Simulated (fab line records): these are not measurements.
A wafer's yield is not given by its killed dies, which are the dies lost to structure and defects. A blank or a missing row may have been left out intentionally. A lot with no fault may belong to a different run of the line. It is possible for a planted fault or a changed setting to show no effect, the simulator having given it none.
Chamber matching    flow n5_finfet    rie_si-01 running N5_DUMMY_GATE_ETCH_23: 4 sister chambers
The step etches poly-Si in HBr/Cl2/O2, target depth 41 nm, time 22.3 s. 16 wafers are shown with their chamber, then 7 later ones without.

## WAFERS WITH THEIR CHAMBER
wafer   chamber  he_backside_leak_sccm (sccm)  rf_fwd_power_W (W)  oes_product_au (a.u.)
L074.3  2        3.12                          790                 0.990
L074.5  2        3.00                          786                 1.003
L084.2  2        2.90                          791                 0.997
L084.3  1        2.78                          797                 1.010
L084.6  3        2.56                          796                 1.009
L086.2  0        2.97                          793                 1.011
L086.3  2        3.04                          788                 0.988
L086.6  1        2.78                          796                 1.014
L087.1  3        2.61                          798                 0.998
L087.2  0        2.88                          797                 1.008
L087.5  2        3.02                          788                 0.990
L088.1  2        2.91                          783                 0.997
L088.5  2        2.95                          786                 0.995
L088.6  3        2.38                          794                 1.006
L089.1  1        2.76                          799                 1.004
L089.2  3        2.52                          791                 1.006

SIGNATURES (averages over the wafers above)
reading                chamber 0  chamber 1  chamber 2  chamber 3  scatter within a chamber
he_backside_leak_sccm  2.9250     2.7733     2.9914     2.5175     0.0764
rf_fwd_power_W         795.00     797.33     787.43     794.75     2.63
oes_product_au         1.00950    1.00933    0.99429    1.00475    0.00491
Rule: for each reading, subtract the chamber's mean from the wafer's reading, divide by that reading's scatter and square the result; add these up over the readings and take the root, which gives the wafer's distance from the chamber. If the next closest chamber is less than 2 further off than the closest, the wafer can't be placed; otherwise it belongs to the closest. How the scatter is found: for the shown wafers, subtract from each reading the mean of its chamber, square and add these, divide the total by (wafers less chambers), then take the root.

## WAFERS WHOSE CHAMBER IS MISSING
wafer   he_backside_leak_sccm (sccm)  rf_fwd_power_W (W)  oes_product_au (a.u.)
L089.6  2.89                          796                 1.013
L090.1  3.01                          790                 0.996
L090.4  2.82                          799                 1.012
L090.5  2.82                          795                 1.001
L095.3  2.59                          793                 1.003
L095.5  2.88                          795                 1.003
L095.6  3.08                          790                 0.988

## EACH ONE'S CHAMBER
wafer   from the rows above           in truth
L089.6  can't be placed: 0 or 1       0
L090.1  2                             2
L090.4  can't be placed: 1 or 0       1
L090.5  can't be placed: 1 or 0 or 2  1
L095.3  can't be placed: 3 or 1       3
L095.5  can't be placed: 0 or 1       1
L095.6  2                             2
Correct placement for 2 of the 7. These rows do not allow placing 5 (true chamber among the candidates in 5). Placed wrongly: 0.
